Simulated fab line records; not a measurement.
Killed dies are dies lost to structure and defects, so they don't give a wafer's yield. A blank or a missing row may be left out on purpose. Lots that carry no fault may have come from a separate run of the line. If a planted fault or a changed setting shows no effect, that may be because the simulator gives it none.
Comparing a struck lot with a sound one | flow nand-harc | 39 out of 1159 route steps
Sound: these wafers, L205.2, L205.3, L205.4. Struck: wafers L217.3, L217.5, L217.6. Last of all comes the cause.
At each step with rows: each side's tool, then ch and its chambers, then its first start. Under that, the readings that differ: sound wafers | struck wafers | difference of the means | sigmas: that difference in standard deviations of wafers without a fault.
alike: words and numbers the same on both sides, and readings whose means are apart by under 2 such deviations; not compared: readings that were withheld, readings missing a value for some wafer, numbers with overlapping values and no deviation given by the record, and bounds like >300 which may hide the same value.
The two part at a step that has a row with sigmas, a row that says differs or no value, or rows on one side only. Non-overlapping numbers with no deviation appear without sigmas and do not part them. Lack of a reading on every wafer of one side parts them only where that side has two or more wafers.

first, 4 steps without rows for these wafers: NHARC_A_BONDPAD_HARDBAKE_10 (time 65 s); NHARC_A_BONDPAD_DESCUM_11 (chemistry O2, time 3 s); NHARC_A_BONDPAD_ETCH_34 (etches the open film in N2/H2, target depth 60 nm, overetch 18 nm, time 65.91 s); NHARC_A_BONDPAD_ETCH_12 (etches the open film in CHF3/O2, target depth 220 nm, time 110 s).
NHARC_A_BONDPAD_CD_MEAS_13:
  sound on cd-sem-02, day 19 06:44; struck on cd-sem-03, day 22 20:13
  alike: cd-nm
then, 1 step without rows for these wafers: NHARC_A_BONDPAD_STRIP_15 (strips in O2).
NHARC_A_BONDPAD_ETCH_24: etches the open film in CF4/N2, target depth 30 nm, time 72.99 s.
  sound: rie-diel-04 ch 1,2,3; struck: rie-diel-13 ch 0,1,3
  alike: cf4-flow-sccm, drypump-motor-current-A, mfc-ar-sccm, oes-product-au, rf-vpp-V, showerhead-plenum-p-Torr, throttle-valve-pct
  not compared: rf-hours-counter-h
then, 1 step without rows for these wafers: NHARC_A_BONDPAD_STRIP_16 (strips in post etch residue remover, time 600 s).
NHARC_A_BONDPAD_DEGAS_25: time 60 s.
  sound on pvd-sputter-03, day 19 07:22; struck on pvd-sputter-02, day 22 20:52
  alike: heater-power-w
then, 2 steps without rows for these wafers: NHARC_A_BONDPAD_PRE_CLEAN_26 (time 30 s); NHARC_A_BONDPAD_PVD_17 (deposits TaN, target thk 5 nm, time 8.06 s).
NHARC_A_BONDPAD_PVD_27: deposits Cu, target thk 30 nm, time 20.49 s.
  sound on pvd-sputter-03; struck on pvd-sputter-02
  alike: throttle-valve-pct
NHARC_A_BONDPAD_ECD_18: material Cu, target thk 400 nm.
  sound on ecd-cu-02 ch 0,1, day 19 07:47; struck on ecd-cu-02 ch 0,1, day 22 21:20
  alike: bath-temp-c
NHARC_A_BONDPAD_ANNEAL_28: time 90 s.
  sound on rtp-anneal-01 ch 0, day 19 08:11; struck on rtp-anneal-02 ch 0, day 22 21:43
  alike: anneal-temp-c-max, wafer_temp_C_max
then, 1 step without rows for these wafers: NHARC_A_BONDPAD_CMP_19 (polishes, t overpolish 30 s, cu recess touch 16 s, target thk 169.8 nm).
NHARC_A_BONDPAD_THK_MEAS_20: measures by xrf.
  sound on film-metro-01, day 19 08:50; struck on film-metro-01, day 22 22:17
  alike: thk-nm
then, 6 steps without rows for these wafers: NHARC_A_BONDPAD_SRD_21 (time 30 s, dry time 20 s); NHARC_HYBRID_BOND_ACTIVATE_00 (chemistry N2, time 60 s); NHARC_HYBRID_BOND_PRECLEAN_01 (cleans in DIW, time 300 s); NHARC_HYBRID_BOND_SRD_02 (time 30 s, dry time 20 s); NHARC_HYBRID_BOND_BOND_03; NHARC_HYBRID_BOND_ANNEAL_04 (time 7200 s).
NHARC_HYBRID_BOND_OVL_MEAS_05:
  sound on overlay-01, day 19 20:47; struck on overlay-01, day 23 08:22
  alike: overlay-x-nm, overlay-y-nm
NHARC_THIN_TSV_GRIND_00:
  sound on grinder-01 ch 0, day 19 22:13; struck on grinder-01 ch 0, day 23 08:58
  alike: motor-current-A
then, 1 step without rows for these wafers: NHARC_THIN_TSV_CMP_01 (polishes).
NHARC_THIN_TSV_THK_MEAS_02: measures by ir.
  sound on film-metro-01, day 19 23:30; struck on film-metro-01, day 23 10:02
  alike: thk-nm
then, 12 steps without rows for these wafers: NHARC_THIN_TSV_SRD_03; NHARC_THIN_TSV_PRECLEAN_41 (cleans in SC1); NHARC_THIN_TSV_SRD_42; NHARC_THIN_TSV_DEP_43 (deposits SiO2, target thk 1328.5 nm); NHARC_THIN_TSV_DEHYDRATE_04 (time 120 s); NHARC_THIN_TSV_HMDS_05 (time 30 s); NHARC_THIN_TSV_COAT_06; NHARC_THIN_TSV_SOFTBAKE_07 (time 95 s); NHARC_THIN_TSV_EBR_08; NHARC_THIN_TSV_EXPOSE_09 (exposes mask TSV); NHARC_THIN_TSV_PEB_10 (peb time 85 s); NHARC_THIN_TSV_DEVELOP_11 (time 70 s).
NHARC_END_SORT_01:
  sound on prober-02 ch 0, day 20 19:15; struck on prober-02 ch 0, day 24 17:02
  reading                  | sound          | struck         | difference | sigmas
  defect-limited-yield (%) | 94.7 95.3 95.0 | 17.1 18.3 17.3 | -77.4      | -55
  killed-at-array          | 32 29 28       | 559 551 560    | +527       | +54
  killed-at-other          | 2 2 3          | 0 0 0          | -2         | -3
  killed-dies              | 36 32 34       | 561 553 560    | +524       | +55
  sort_bin_2_pct (%)       | 1.9 0.7 1.9    | 37.8 34.9 36.2 | +34.8      | +58
  sort_bin_3_pct (%)       | 0.74 0.30 0.44 | 8.71 7.98 9.45 | +8.22      | +36
  sort_bin_4_pct (%)       | 2.7 3.7 2.7    | 36.3 38.8 37.1 | +34.4      | +39
  sort-n-pass              | 641 645 643    | 116 124 117    | -524       | -55
  sort-rim-yield-pct (%)   | 95.3 96.2 98.1 | 17.0 13.2 22.6 | -78.9      | -32
  sort-yield-pct (%)       | 94.7 95.3 95.0 | 17.1 18.3 17.3 | -77.4      | -55
  alike: killed-at-periphery, killed-open, killed-short

== WHERE THEY PART ==
NHARC_END_SORT_01 only, going by this record.

WHY: the cause the simulator had injected
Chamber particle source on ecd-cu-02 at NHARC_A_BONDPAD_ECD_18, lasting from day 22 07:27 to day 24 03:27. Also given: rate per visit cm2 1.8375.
